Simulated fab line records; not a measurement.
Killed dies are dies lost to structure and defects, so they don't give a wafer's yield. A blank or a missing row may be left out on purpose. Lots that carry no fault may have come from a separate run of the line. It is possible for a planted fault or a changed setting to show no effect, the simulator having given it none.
Chamber matching || flow n5_finfet || pecvd-01 running N5_BEOL_M9_PECVD_70: 3 sister chambers
The step deposits SiO2 from TEOS/O2, target thk 20 nm, time 22.7 s. 3 wafers are shown with their chamber, then 10 later ones without.

EACH WAFER AND ITS CHAMBER
{"wafer": "L093.5", "chamber": 1, "throttle_valve_pct (%)": 20.2}
{"wafer": "L091.3", "chamber": 0, "throttle_valve_pct (%)": 23.9}
{"wafer": "L091.5", "chamber": 2, "throttle_valve_pct (%)": 21.3}

WAFERS WITH NO CHAMBER GIVEN
{"wafer": "L091.6", "throttle_valve_pct (%)": 23.9}
{"wafer": "L095.1", "throttle_valve_pct (%)": 24.1}
{"wafer": "L095.4", "throttle_valve_pct (%)": 21.4}
{"wafer": "L095.5", "throttle_valve_pct (%)": 20.6}
{"wafer": "L097.2", "throttle_valve_pct (%)": 23.8}
{"wafer": "L097.3", "throttle_valve_pct (%)": 21.5}
{"wafer": "L097.5", "throttle_valve_pct (%)": 21.5}
{"wafer": "L096.1", "throttle_valve_pct (%)": 21.6}
{"wafer": "L096.2", "throttle_valve_pct (%)": 23.8}
{"wafer": "L096.5", "throttle_valve_pct (%)": 21.5}

EACH ONE'S CHAMBER
{"wafer": "L091.6", "from the rows above": 0, "in truth": 0}
{"wafer": "L095.1", "from the rows above": 0, "in truth": 0}
{"wafer": "L095.4", "from the rows above": 2, "in truth": 2}
{"wafer": "L095.5", "from the rows above": "can't be placed: 1 or 2", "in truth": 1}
{"wafer": "L097.2", "from the rows above": 0, "in truth": 0}
{"wafer": "L097.3", "from the rows above": 2, "in truth": 2}
{"wafer": "L097.5", "from the rows above": 2, "in truth": 2}
{"wafer": "L096.1", "from the rows above": 2, "in truth": 2}
{"wafer": "L096.2", "from the rows above": 0, "in truth": 0}
{"wafer": "L096.5", "from the rows above": 2, "in truth": 2}
Correct placement for 9 of the 10. Unplaceable from these rows: 1, with the true chamber sitting among the candidates in 1. 0 placed wrongly.
How it was worked out, from the rows above alone: a wafer's distance from a chamber is the root of the sum, over the readings, of the square of ((its reading less the chamber's mean) divided by the reading's scatter). If the next closest chamber is less than 2 further off than the closest, the wafer can't be placed; otherwise it belongs to the closest. The mean given for a chamber averages the wafers shown for that chamber. The scatter: with one shown wafer a chamber, the root of the mean of the squares of how far each hidden wafer lies from its nearest shown one.
